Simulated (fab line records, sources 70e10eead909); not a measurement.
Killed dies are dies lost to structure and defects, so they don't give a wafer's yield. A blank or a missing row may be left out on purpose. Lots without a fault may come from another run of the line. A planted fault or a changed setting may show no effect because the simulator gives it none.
Problem report in the 8D (eight disciplines) form, filled by code | flow nand_harc | the parts of the form that need people (team, actions taken, sign-off) are left out

1. THE PROBLEM
cd_nm at NHARC_P_M2_CD_MEAS_09 reads a mean of 144.4 nm on 6 wafers of 2 lots; wafers without a fault read 169.7 nm with a standard deviation of 0.8. That is -32 standard deviations from the usual mean.
The step: target cd 170 nm.
First seen on wafer L485.1, day 9 11:26, on cd_sem-02. The record holds 42 wafers of 14 lots with a number at this step. Rule for "out", or "out of limits": more than 4 standard deviations from the usual mean. The other wafers with a number count as sound.

2. WHAT IT IS AND WHAT IT IS NOT
question                    | is                     | is not
which readings at this step | cd_nm                  | -
which lots                  | L485, L486             | L473, L474, L476, L477, L479, L480, L481, L482, L487, L488, L495, L496
which wafers of those lots  | all that have a number | -
read on which gauges        | cd_sem-02, cd_sem-03   | cd_sem-01
when                        | from day 9 11:26       | up to then (27 sound wafers); but 9 sound wafers of L488, L495, L496 came after

3. SUSPECTS, AND WHAT RULES EACH OUT
Counting: a tool at a process step up to the reading stays a suspect if it ran every lot that is out and no sound lot after the first of them.
- the gauge at NHARC_P_M2_CD_MEAS_09: ruled out. The wafers that are out were read on 2 gauges (cd_sem-02, cd_sem-03).
- arfi_scanner-01 at NHARC_P_M2_EXPOSE_06 (exposes mask P M2, target cd 170 nm): kept. It ran every lot that is out, first L485 (day 9 11:17), and no sound lot after that; its last sound lot up to then is L487 (day 9 10:14). Its own readings are out on those wafers: exposure_dose_mJ_cm2.
Left after counting: arfi_scanner-01 at NHARC_P_M2_EXPOSE_06.

4. THE CAUSE (what the simulator had put in)
Process parameter drift: arfi_scanner-01, from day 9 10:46 on, at NHARC_P_M2_EXPOSE_06. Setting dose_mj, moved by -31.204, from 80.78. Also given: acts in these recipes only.
Counting left only this tool.

5. THE CHAIN OF EFFECTS, in route order
Each row: a reading whose mean over the struck wafers that have a number lies more than 3 standard deviations from the usual. Only readings for which the record gives a usual standard deviation are gone through. hours: the time from each lot's start at the first step in this table that gives one to its start at this step, as a median over the lots. sigmas: the change in usual standard deviations.
hours | step                  | reading              | usual    | on struck wafers | change | sigmas
0     | NHARC_P_M2_EXPOSE_06  | exposure_dose_mJ_cm2 | 80.73    | 52.63            | -28.10 | -99 or more
0     | NHARC_P_M2_CD_MEAS_09 | cd_nm                | 169.7 nm | 144.4            | -25.3  | -32
The process steps in it:
- NHARC_P_M2_EXPOSE_06: exposes mask P M2, target cd 170 nm.

6. WHAT WOULD HAVE CAUGHT IT SOONER
In this record the first reading out of limits at a measuring or inspecting step was taken at day 9 11:26, 1 hour after the fault began at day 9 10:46.
The tool's own readings at NHARC_P_M2_EXPOSE_06 were out on every struck wafer that the step has a row for (exposure_dose_mJ_cm2): an alarm limit on them would have fired on the first of those.
Of the lots that are out (2), L486 began NHARC_P_M2_EXPOSE_06 on arfi_scanner-01 after day 9 11:26. A hold on the tool at that time would have spared it.
